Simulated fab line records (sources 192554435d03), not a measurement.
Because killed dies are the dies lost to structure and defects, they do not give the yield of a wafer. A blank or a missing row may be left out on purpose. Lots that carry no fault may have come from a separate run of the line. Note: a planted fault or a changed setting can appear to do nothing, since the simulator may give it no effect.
Comparing a struck lot with a sound one ; flow n5_finfet ; 15 steps out of a route of 1938
Sound: these wafers, L985.3, L985.4, L985.5. Wafers L101.2, L101.4, L101.6 were the ones struck. The cause is given at the end.
For every step that has rows: the tool of each side, followed by ch and its chambers, followed by its first start. Under that, the readings that differ: sound wafers ; struck wafers ; difference of the means ; sigmas: that difference in standard deviations of wafers without a fault.
alike: words and numbers the same on both sides, and readings whose means are apart by under 2 such deviations; not compared: readings that were withheld, readings missing a value for some wafer, numbers with overlapping values and no deviation given by the record, and bounds like >300 which may hide the same value.
The two part at a step that has a row with sigmas, a row that says differs or no value, or rows on one side only. Non-overlapping numbers with no deviation appear without sigmas and do not part them. A reading missing from all wafers of one side parts the sides only when that side holds two or more wafers.

first, 8 steps without rows for these wafers: N5_BEOL_M5_COAT_60 (time 60 s, resist thk 12 nm); N5_BEOL_M5_COAT_71 (time 60 s, resist thk 5 nm); N5_BEOL_M5_COAT_05 (resist thk 30 nm); N5_BEOL_M5_EBR_07; N5_BEOL_M5_SOFTBAKE_06 (time 60 s); N5_BEOL_M5_EXPOSE_08 (exposes mask M5, target cd 28 nm); N5_BEOL_M5_PEB_09 (peb time 60 s); N5_BEOL_M5_DEVELOP_10 (develop time 30 s).
N5_BEOL_M5_CD_MEAS_11: target cd 27.74 nm.
  sound on cd_sem-03 ch 0, day 9 06:36; struck on cd_sem-01 ch 0, day 13 09:36
  alike: cd_nm
N5_BEOL_M5_OVL_MEAS_12:
  sound on overlay-02 ch 0, day 9 06:38; struck on overlay-02 ch 0, day 13 09:38
  alike: M5_OVL
N5_BEOL_M5_INSPECT_13: inspects for defects (brightfield).
  struck on defect_inspect-01, day 13 09:41; sound on defect_inspect-02, day 9 06:41
  alike: raw_defect_count
N5_BEOL_M5_DESCUM_16: chemistry O2, time 7 s.
  sound on rie_diel-02 ch 0,3, day 9 06:43; struck on rie_diel-02 ch 0,1,3, day 13 09:43
  alike: chamber_pressure_mTorr, drypump_motor_current_A, oes_product_au, rf_vpp_V, showerhead_plenum_p_Torr, throttle_valve_pct
  not compared: rf_hours_counter_h
N5_BEOL_M5_ETCH_72: etches underlayer in N2/H2, target depth 6.5 nm, time 5.2 s.
  sound on rie_diel-02 ch 0,3, day 9 06:45; struck on rie_diel-02 ch 0,1,3, day 13 09:45
reading;sound;struck;difference;sigmas
bias_w (W);149.9 150.4 150.3;182.3 181.9 181.1;+31.6;+66
etch_rf_on_time_s (s);5.29 5.21 5.29;4.58 4.77 4.68;-0.59;-3
rf_vpp_V (V);528 522 527;589 591 591;+65;+22
  alike: chamber_pressure_mTorr, drypump_motor_current_A, n2_flow_sccm, oes_product_au, showerhead_plenum_p_Torr, throttle_valve_pct
  not compared: rf_hours_counter_h
N5_BEOL_M5_ETCH_61: etches SiARC in CF4, target depth 15.6 nm, time 26 s.
  sound on rie_diel-02 ch 0,3, day 9 06:46; struck on rie_diel-02 ch 0,1,3, day 13 09:46
  alike: bias_w, chamber_pressure_mTorr, drypump_motor_current_A, etch_rf_on_time_s, oes_product_au, rf_vpp_V, showerhead_plenum_p_Torr, throttle_valve_pct
  not compared: rf_hours_counter_h
then, 1 step without rows for these wafers: N5_PASSIVATION_PROBE_49.

## WHERE THEY PART
Only at N5_BEOL_M5_ETCH_72, as far as this record shows. Later steps at which nothing parts them and some readings are alike: N5_BEOL_M5_ETCH_61.

WHY: whatever the simulator had introduced
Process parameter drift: rie_diel-02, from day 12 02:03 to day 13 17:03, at N5_BEOL_M5_ETCH_72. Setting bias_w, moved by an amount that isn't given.
